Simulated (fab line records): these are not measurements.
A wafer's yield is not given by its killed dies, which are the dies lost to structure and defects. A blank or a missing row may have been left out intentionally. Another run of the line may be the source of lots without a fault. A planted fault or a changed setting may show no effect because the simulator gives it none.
fab line records	flow n5-finfet
record lots=7	wafers=18	last-day=18
route steps=1938 shown HKMG_FIN@445 BEOL_M4@1111 PASSIVATION@1936
lots that met no fault: taken from a fault-free run of the same line
start-h: hours from the record's first day to the start of the lot's first wafer shown	wait-h: time in hours since the lot's previous step	" the same as in the row above	L1.1+2: a row that stands for several wafers	- no value, or no start given	* or withheld: withheld	< > ~ a bound
route shown NAME@n: names a module that has steps shown in the file, with the first one's number in the route	usual: mean and standard deviation over wafers with no fault	same: alike in all rows	chamber/n: place in a boat	sites: each site's reading	_std_site: how widely they spread, as a standard deviation	_edge_site: outer sites' mean less inner sites'	radius-mm: for every site, how far away it sits from the centre of the wafer	mask NAME#n: copy n	behind: the most recent tool/chamber to have shaped the wafer	hold: cause of the lot's hold/its duration in hours/its outcome	device: names the non-switching transistor (n, p or np)	end of line: tests run on the same wafers once the route is complete	where a step has no rows: the recipe by itself	killed: count of dies lost to structure and defects at first sort (not the wafer's yield)	map: dies across one wafer; x = killed, . = not, _ = none there
set.NAME: the run value of the setting; set.NAME@STEP: its run value at that earlier step	model.NAME: the simulator's own value behind a step, which no gauge read
lots at selected steps of the route; one table per step, one row per wafer
services: when a tool's chamber went out of use (start-h, in hours from the record's first day, below 0 if earlier), for how many hours, and the reason
## steps
# step N5_HKMG_FIN_STRIP_89
# recipe chemistry=N2/H2	material=SOC	time-s=20	power-w=500	temp-c=40	pressure-mtorr=50	rf-frequency-hz=6e+07	bias-power-w=8	h2-frac=0.5	n2-flow-sccm=300	h2-flow-sccm=300
# step N5_HKMG_FIN_WET_ETCH_87
# recipe chemistry=SC1	target=TiN	mix=1:2:40	temp-c=50	time-s=154.2	target-depth-nm=4.7	dry=ipa-marangoni	rinse-time-s=30	rinse-temp-c=23
# step N5_HKMG_FIN_STRIP_88
# recipe chemistry=N2/H2	power-w=2500	temp-c=300	h2-frac=0.65	time-s=360	pressure-mtorr=withheld	n2-flow-sccm=1750	h2-flow-sccm=3250
# step N5_HKMG_FIN_NWFM_ALD_20
# recipe material=TiAlC	target-thk-a=20	temp-c=300	ald-precursor-family=TiCl4	ald-co-reactant=TEA	pulse-time-s=3	purge-time-s=2	co-reactant-purge-time-s=2	co-reactant-pulse-time-s=10	ald-cycles=7	pressure-torr=3
# usual ald-cycles=7/0	heater-power-w=488/56	precursor-pulse-height-rel=1.000/0.02
# same co-reactant-purge-time-s=2
lot.wafer	tool	chamber	start-h	wait-h	ald-cycles	heater-power-w	precursor-pulse-height-rel
L962.1	ald-metal-04	0	88.97	0.3	7	513	1.010
L962.2	"	1	"	"	7	532	0.993
L962.5	"	3	"	"	7	412	0.999
L965.3	ald-metal-03	0	108.47	0.1	7	429	0.989
L965.4	"	3	"	"	7	464	0.982
L965.5	"	3	"	"	7	475	1.030
L976.2	ald-metal-04	3	177.00	0.3	7	411	1.016
L976.5	"	3	"	"	7	401	1.031
L977.4	ald-metal-03	0	185.79	0.1	7	438	1.007
L977.5	"	3	"	"	7	477	0.992
L978.3	ald-metal-02	2	189.24	0.1	7	597	0.995
L978.5	"	3	"	"	7	430	1.034
L979.1	ald-metal-02	0	195.45	0.3	7	503	1.031
L979.4	"	1	"	"	7	443	1.005
L979.5	"	1	"	"	7	441	0.998
L982.2	ald-metal-04	3	210.42	0.3	7	406	0.956
L982.3	"	2	"	"	7	404	0.990
L982.6	"	1	"	"	7	529	0.995
# step N5_HKMG_FIN_ALD_71
# recipe material=TiN	target-thk-a=10	temp-c=400	ald-precursor-family=TiCl4	ald-co-reactant=NH3	pulse-time-s=1	purge-time-s=3	co-reactant-purge-time-s=2	co-reactant-pulse-time-s=2	ald-cycles=47	pressure-torr=3
# usual ald-cycles=47/0	heater-power-w=873/98	precursor-pulse-height-rel=1.001/0.02
# same co-reactant-purge-time-s=2
lot.wafer	tool	chamber	start-h	wait-h	ald-cycles	heater-power-w	precursor-pulse-height-rel
L962.1	ald-metal-04	0	89.07	0.0	47	930	0.990
L962.2	"	1	"	"	47	935	1.043
L962.5	"	3	"	"	47	753	1.012
L965.3	ald-metal-03	0	108.57	0.0	47	782	0.967
L965.4	"	3	"	"	47	840	1.053
L965.5	"	3	"	"	47	837	0.989
L976.2	ald-metal-04	3	177.10	0.0	47	747	1.024
L976.5	"	3	"	"	47	726	1.014
L977.4	ald-metal-03	0	185.89	0.0	47	782	1.003
L977.5	"	3	"	"	47	862	1.042
L978.3	ald-metal-02	2	189.34	0.0	47	1062	0.982
L978.5	"	3	"	"	47	798	1.001
L979.1	ald-metal-02	0	195.55	0.0	47	891	1.037
L979.4	"	1	"	"	47	821	0.992
L979.5	"	1	"	"	47	811	0.996
L982.2	ald-metal-04	3	210.52	0.0	47	742	0.979
L982.3	"	2	"	"	47	709	0.982
L982.6	"	1	"	"	47	973	1.036
# step N5_HKMG_FIN_COAT_66
# recipe resist=SOC	temp-c=250	time-s=60	spin-rpm=1500	resist-thk-nm=300
# step N5_HKMG_FIN_ETCH_67
# recipe chemistry=N2/H2	target=SOC	target-depth-a=3889	stop-on=TiN	ion-energy-ev=100	bias-w=61	pressure-mtorr=30	source-w=850	n2-flow-sccm=200	h2-flow-sccm=200
# usual bias-w=61.03/0.18	drypump-motor-current-A=5.9/0.42	oes-product-au=0.81/0.087	rf-vpp-V=240.8/1.6	showerhead-plenum-p-Torr=2.54/0.11	throttle-valve-pct=17.80/0.24
lot.wafer	tool	chamber	start-h	wait-h	bias-w	drypump-motor-current-A	oes-product-au	rf-hours-counter-h	rf-vpp-V	showerhead-plenum-p-Torr	throttle-valve-pct
L962.1	rie-diel-03	1	89.41	-	61.22	5.9	0.89	18	241.9	2.58	17.78
L962.2	"	2	"	"	60.80	5.1	0.73	163	242.3	2.56	18.00
L962.5	"	0	"	"	61.04	5.6	0.71	-	239.7	2.40	17.92
L965.3	rie-diel-03	1	109.06	-	61.58	5.9	0.88	-	242.0	2.58	17.81
L965.4	"	3	"	"	61.08	5.5	0.91	-	242.5	2.72	17.49
L965.5	"	3	"	"	61.16	5.4	0.89	-	243.6	2.72	17.51
L976.2	rie-diel-03	2	177.49	-	61.36	5.1	0.70	196	242.5	2.54	18.04
L976.5	"	2	"	"	61.39	5.1	0.69	-	240.5	2.54	18.04
L977.4	rie-diel-03	1	186.27	-	61.17	5.9	0.82	58	241.9	2.57	17.85
L977.5	"	1	"	"	60.95	5.9	0.83	-	242.4	2.56	17.87
L978.3	rie-diel-02	1	189.98	-	61.00	6.2	0.91	13	242.3	2.72	17.58
L978.5	"	0	"	"	61.05	6.4	0.71	-	239.1	2.43	18.07
L979.1	rie-diel-04	3	195.89	-	61.09	5.3	0.86	36	240.1	2.48	17.39
L979.4	"	1	"	"	60.90	6.3	0.89	46	242.6	2.59	17.73
L979.5	"	2	"	"	61.15	6.3	0.71	-	237.8	2.41	18.22
L982.2	rie-diel-04	1	210.94	-	61.03	6.3	0.87	52	241.6	2.58	17.75
L982.3	"	3	"	"	61.09	5.4	0.86	42	241.5	2.47	17.39
L982.6	"	0	"	"	60.60	6.3	0.91	-	240.0	2.48	17.42
# step N5_HKMG_FIN_STRIP_90
# recipe chemistry=N2/H2	material=SOC	time-s=20	power-w=500	temp-c=40	pressure-mtorr=50	rf-frequency-hz=6e+07	bias-power-w=8	h2-frac=0.5	n2-flow-sccm=300	h2-flow-sccm=300
# usual bias-power-w=7.996/0.02	drypump-motor-current-A=5.9/0.43	oes-product-au=0.81/0.091	rf-vpp-V=54.3/0.82	showerhead-plenum-p-Torr=3.35/0.13	throttle-valve-pct=19.0/0.38
lot.wafer	tool	chamber	start-h	wait-h	bias-power-w	drypump-motor-current-A	oes-product-au	rf-hours-counter-h	rf-vpp-V	showerhead-plenum-p-Torr	throttle-valve-pct
L962.1	rie-diel-03	1	89.47	0.0	7.988	5.9	0.90	18	54.8	3.41	18.8
L962.2	"	2	"	"	8.061	5.1	0.72	163	54.1	3.38	19.7
L962.5	"	0	"	"	8.019	5.7	0.73	-	52.2	3.18	19.2
L965.3	rie-diel-03	1	109.15	0.1	7.970	5.9	0.90	-	53.5	3.41	18.8
L965.4	"	3	"	"	8.039	5.5	0.90	-	56.4	3.58	18.7
L965.5	"	3	"	"	7.983	5.4	0.91	-	54.5	3.58	18.7
L976.2	rie-diel-03	2	177.55	0.0	7.962	5.1	0.69	196	54.3	3.36	19.7
L976.5	"	2	"	"	7.966	5.1	0.69	-	53.1	3.36	19.7
L977.4	rie-diel-03	1	186.33	0.0	8.005	5.9	0.83	58	54.5	3.39	18.9
L977.5	"	1	"	"	8.006	5.9	0.83	-	55.0	3.39	18.9
L978.3	rie-diel-02	1	190.04	0.0	8.020	6.2	0.92	13	54.3	3.59	18.8
L978.5	"	0	"	"	7.996	6.4	0.71	-	54.4	3.21	19.4
L979.1	rie-diel-04	3	195.95	0.0	7.977	5.3	0.90	36	54.8	3.27	18.3
L979.4	"	1	"	"	7.969	6.3	0.89	46	54.4	3.41	18.8
L979.5	"	2	"	"	8.011	6.3	0.72	-	52.5	3.19	19.2
L982.2	rie-diel-04	1	211.00	0.0	7.975	6.3	0.89	52	54.8	3.41	18.8
L982.3	"	3	"	"	7.998	5.3	0.89	42	55.0	3.27	18.3
L982.6	"	0	"	"	8.017	6.3	0.92	-	53.7	3.28	18.6
# step N5_HKMG_FIN_WET_ETCH_73
# recipe chemistry=SC1	mix=1:2:40	temp-c=50	time-s=42.3	target-depth-nm=1.3	dry=ipa-marangoni	rinse-time-s=30	rinse-temp-c=23
# step N5_HKMG_FIN_ETCHBACK_68
# recipe chemistry=Cl2/Ar	stop-on=HfO2	target-depth-a=5	pressure-mtorr=10	icp-w=600	bias-w=60	Cl2_flow_sccm=40	Ar_flow_sccm=60
# step N5_HKMG_FIN_STRIP_69
# recipe chemistry=N2/H2	power-w=2500	temp-c=300	h2-frac=0.65	time-s=360	pressure-mtorr=withheld	n2-flow-sccm=1750	h2-flow-sccm=3250
# step N5_HKMG_FIN_ALD_21
# recipe material=TiN	target-thk-a=15	temp-c=400	ald-precursor-family=TiCl4	ald-co-reactant=NH3	pulse-time-s=1	purge-time-s=3	co-reactant-purge-time-s=2	co-reactant-pulse-time-s=2	ald-cycles=68	pressure-torr=3
# step N5_HKMG_FIN_ALD_72
# recipe material=W	target-thk-a=20	temp-c=300	pressure-torr=7.5	ald-precursor-family=WF6	ald-co-reactant=B2H6	pulse-time-s=1	purge-time-s=2	co-reactant-purge-time-s=2	co-reactant-pulse-time-s=3	ald-cycles=7
# usual ald-cycles=7/0	heater-power-w=504/38	precursor-pulse-height-rel=1.000/0.022
# same co-reactant-purge-time-s=2
lot.wafer	tool	chamber	start-h	wait-h	ald-cycles	heater-power-w	precursor-pulse-height-rel
L962.1	cvd-w-01	1	90.51	0.2	7	514	0.954
L962.2	"	0	"	"	7	436	0.999
L962.5	"	0	"	"	7	449	0.991
L965.3	cvd-w-02	0	110.22	0.2	7	539	0.988
L965.4	"	1	"	"	7	536	0.978
L965.5	"	0	"	"	7	521	1.010
L976.2	cvd-w-02	0	178.59	0.2	8	539	0.972
L976.5	"	1	"	"	8	544	1.027
L977.4	cvd-w-02	1	187.40	0.0	7	541	0.992
L977.5	"	1	"	"	8	559	1.001
L978.3	cvd-w-02	0	191.10	0.2	7	546	0.987
L978.5	"	0	"	"	8	531	1.032
L979.1	cvd-w-01	0	197.00	0.2	7	454	0.999
L979.4	"	0	"	"	7	443	0.990
L979.5	"	0	"	"	7	446	0.947
L982.2	cvd-w-01	0	212.05	0.2	7	440	0.973
L982.3	"	1	"	"	7	512	0.979
L982.6	"	0	"	"	7	448	0.988
# step N5_HKMG_FIN_W_FILL_22
# recipe material=W	target-thk-a=600	temp-c=400	pressure-torr=39.4	time-s=18.2
# usual heater-power-w=903/71	throttle-valve-pct=19.2/0.57
lot.wafer	tool	chamber	start-h	wait-h	heater-power-w	throttle-valve-pct
L962.1	cvd-w-01	1	90.57	0.0	897	19.3
L962.2	"	0	"	"	795	18.3
L962.5	"	0	"	"	798	18.4
L965.3	cvd-w-02	0	110.27	0.0	926	20.0
L965.4	"	1	"	"	934	19.0
L965.5	"	0	"	"	968	20.1
L976.2	cvd-w-02	0	178.66	0.0	954	19.9
L976.5	"	1	"	"	956	19.4
L977.4	cvd-w-02	1	187.45	0.0	976	19.1
L977.5	"	1	"	"	954	19.2
L978.3	cvd-w-02	0	191.15	0.0	948	20.0
L978.5	"	0	"	"	938	19.9
L979.1	cvd-w-01	0	197.13	0.1	803	18.5
L979.4	"	0	"	"	805	18.8
L979.5	"	0	"	"	793	18.7
L982.2	cvd-w-01	0	212.11	0.0	812	18.7
L982.3	"	1	"	"	922	19.4
L982.6	"	0	"	"	804	18.6
# step N5_BEOL_M4_RC_MEAS_101
# usual DIBL_N=36.3/1.9	DIBL_P=36.0/2.1	IOFF_N=0.16/0.031	IOFF_P=0.21/0.035	ION_N=675/14	ION_P=464/8.5	SS_N=71.5/0.6	SS_P=73.3/0.72	VT_N=250/3.2	VT_P=-250/3.1
lot.wafer	tool	chamber	start-h	wait-h	DIBL_N[mV/V]	DIBL_P[mV/V]	IOFF_N[nA/um]	IOFF_P[nA/um]	ION_N[uA/um]	ION_P[uA/um]	SS_N[mV/dec]	SS_P[mV/dec]	VT_N[mV]	VT_P[mV]
L962.1	prober-01	0	173.88	0.0	33.3	32.1	0.11	0.15	658	456	70.6	72.4	255	-256
L962.2	"	0	"	"	34.7	33.8	0.13	0.16	672	460	70.7	72.0	253	-255
L962.5	"	0	"	"	35.3	33.9	0.13	0.16	662	446	71.4	73.6	255	-256
L965.3	prober-01	0	192.98	0.3	35.8	36.9	0.16	0.24	680	471	71.8	73.4	251	-249
L965.4	"	0	"	"	33.1	33.2	0.13	0.19	672	468	71.0	72.2	251	-248
L965.5	"	0	"	"	34.9	36.5	0.16	0.25	676	469	70.9	73.0	249	-244
L976.2	prober-02	0	295.45	0.2	34.9	34.0	0.13	0.17	667	461	71.4	73.6	251	-250
L976.5	"	0	"	"	38.5	38.7	0.20	0.25	696	476	72.1	74.2	244	-245
L978.3	prober-02	0	307.86	0.3	37.7	36.8	0.16	0.23	670	464	71.4	73.8	247	-245
L978.5	"	0	"	"	37.7	36.6	0.16	0.22	670	459	71.6	73.1	249	-250
L977.4	prober-01	0	313.87	0.5	39.4	36.5	0.20	0.22	678	456	71.4	72.8	248	-252
L977.5	"	0	"	"	39.2	36.7	0.18	0.22	679	464	71.8	73.6	252	-252
L979.1	prober-01	0	320.86	0.0	35.8	37.3	0.17	0.23	676	462	71.7	73.7	249	-248
L979.4	"	0	"	"	35.9	37.6	0.17	0.23	662	460	71.7	74.1	251	-249
L979.5	"	0	"	"	36.2	36.0	0.17	0.21	665	456	72.4	73.4	251	-252
L982.2	prober-02	0	324.74	0.2	35.5	35.9	0.15	0.22	698	483	71.4	73.2	249	-250
L982.3	"	0	"	"	33.4	33.9	0.11	0.20	652	462	71.5	71.7	255	-248
L982.6	"	0	"	"	34.1	34.3	0.13	0.20	683	478	72.3	72.5	253	-250
# step N5_PASSIVATION_PROBE_49
# usual defect-limited-yield=91.0/1.5	killed_at_M0_to_M3=32/9.6	killed_at_M4_up=13/4.7	killed-at-contacts=13/7.2	killed-at-front-end=44/13	killed-at-other=4/3.4	killed-dies=106/18	killed-open=70/13	killed-short=35/8	sort_bin_5_function=5.3/0.97	sort_bin_6_memory=3.4/0.73	sort-n-pass=1074/18	sort-yield-pct=91.0/1.5
# same gross-dies=1180	killed-at-back-side=0	sort_bin_4_leakage[%]=0	sort_bin_8_speed[%]=0
lot.wafer	tool	chamber	start-h	wait-h	defect-limited-yield[%]	killed_at_M0_to_M3	killed_at_M4_up	killed-at-contacts	killed-at-front-end	killed-at-other	killed-dies	killed-open	killed-short	sort_bin_5_function[%]	sort_bin_6_memory[%]	sort-n-pass	sort-yield-pct[%]
L976.2	prober-02	-	396.81	0.1	90.0	14	18	18	64	4	118	75	42	6.4	3.5	1062	90.0
L976.5	prober-02	-	396.96	0.2	90.8	19	10	9	65	5	108	65	40	6.3	2.5	1072	90.8
L979.1	prober-01	-	432.84	0.1	90.5	29	16	22	43	2	112	73	38	5.9	3.3	1068	90.5
L979.4	prober-01	-	432.99	0.3	92.5	28	17	15	28	0	88	60	25	4.2	3.2	1092	92.5
L979.5	prober-01	-	433.04	0.3	91.2	33	17	15	38	1	104	65	37	5.2	3.1	1076	91.2
# killed by level:class
L976.2 FIN_SAQP:geometric-particle:short=18 FIN_SAQP:geometric-particle:open=15 STI_FIN_REVEAL:geometric-particle:open=15 MOL_CONTACT_COAG:geometric-particle:open=14 BEOL_M4:geometric-particle:open=8 BEOL_M2:geometric-particle:open=5 BEOL_M4:geometric-particle:short=5 MOL_CONTACT_COAG:geometric-particle:short=4
L976.5 FIN_SAQP:geometric-particle:open=20 STI_FIN_REVEAL:geometric-particle:open=14 FIN_SAQP:geometric-particle:short=13 BEOL_M2:geometric-particle:open=7 MOL_CONTACT_COAG:geometric-particle:open=5 GATE_CUT:geometric-particle:short=4 MOL_CONTACT_COAG:geometric-particle:short=4 STARTING-WAFER:geometric-particle:short=4
L979.1 MOL_CONTACT_COAG:geometric-particle:open=18 FIN_SAQP:geometric-particle:short=12 BEOL_M4:geometric-particle:open=9 BEOL_M2:geometric-particle:open=7 BEOL_M0_SAQP:geometric-particle:open=6 FIN_SAQP:geometric-particle:open=5 DUMMY_GATE:geometric-particle:open=5 BEOL_M1:geometric-particle:open=5
L979.4 MOL_CONTACT_COAG:geometric-particle:open=14 BEOL_M3:geometric-particle:open=11 FIN_SAQP:geometric-particle:short=10 BEOL_M4:geometric-particle:open=8 BEOL_M0_SAQP:geometric-particle:open=5 BEOL_M2:geometric-particle:open=5 FIN_SAQP:geometric-particle:open=4 STI_FIN_REVEAL:geometric-particle:open=4
L979.5 BEOL_M0_SAQP:geometric-particle:short=12 MOL_CONTACT_COAG:geometric-particle:open=10 FIN_SAQP:geometric-particle:open=9 BEOL_M4:geometric-particle:open=7 FIN_SAQP:geometric-particle:short=6 BEOL_M0_SAQP:geometric-particle:open=6 BEOL_M5:geometric-particle:open=6 DUMMY_GATE:geometric-particle:open=5
## services
tool	chamber	start-h	hours	kind
ald-metal-02	-	65.37	0.5	repair
cvd-w-01	0	66.46	11.5	repair
ald-metal-02	-	68.61	14.6	pm
ald-metal-03	3	79.87	6.0	repair
rie-diel-04	0	82.80	-	clean
rie-diel-04	0	82.80	-	consumable-replace:focus-ring
ald-metal-04	2	87.83	31.6	repair
rie-diel-04	1	98.25	7.9	repair
rie-diel-04	-	101.94	0.2	repair
rie-diel-03	2	103.38	6.4	repair
rie-diel-03	0	107.48	11.9	repair
rie-diel-04	0	111.02	1.2	repair
rie-diel-04	-	153.03	28.1	pm
ald-metal-04	2	159.14	6.5	repair
ald-metal-03	-	161.14	1.1	repair
rie-diel-02	1	162.01	21.4	repair
ald-metal-04	2	176.51	6.2	repair
rie-diel-02	3	179.16	26.0	repair
rie-diel-04	-	181.13	14.6	pm
ald-metal-02	0	184.41	9.5	repair
cvd-w-02	-	184.94	1.7	repair
cvd-w-01	1	191.69	9.3	repair
cvd-w-02	0	199.00	2.3	repair
cvd-w-01	-	204.53	2.5	repair
## key
first-sign step=N5_HKMG_FIN_ALD_72	reading=ald-cycles	direction=up	sigmas=99+	usual=*	struck=*
effect none on later readings
met-at N5_HKMG_FIN_ALD_72
struck-wafers L976.2,L976.5,L977.5,L978.5
onset-between 110.22 178.59
fault kind=process-parameter-drift	tool=cvd-w-02	chamber=-	onset-h=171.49	steps=N5_HKMG_FIN_ALD_72	channel=ald-cycles	offset=*	shape=step	end-h=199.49	scope=struck-wafers-only	stated=*
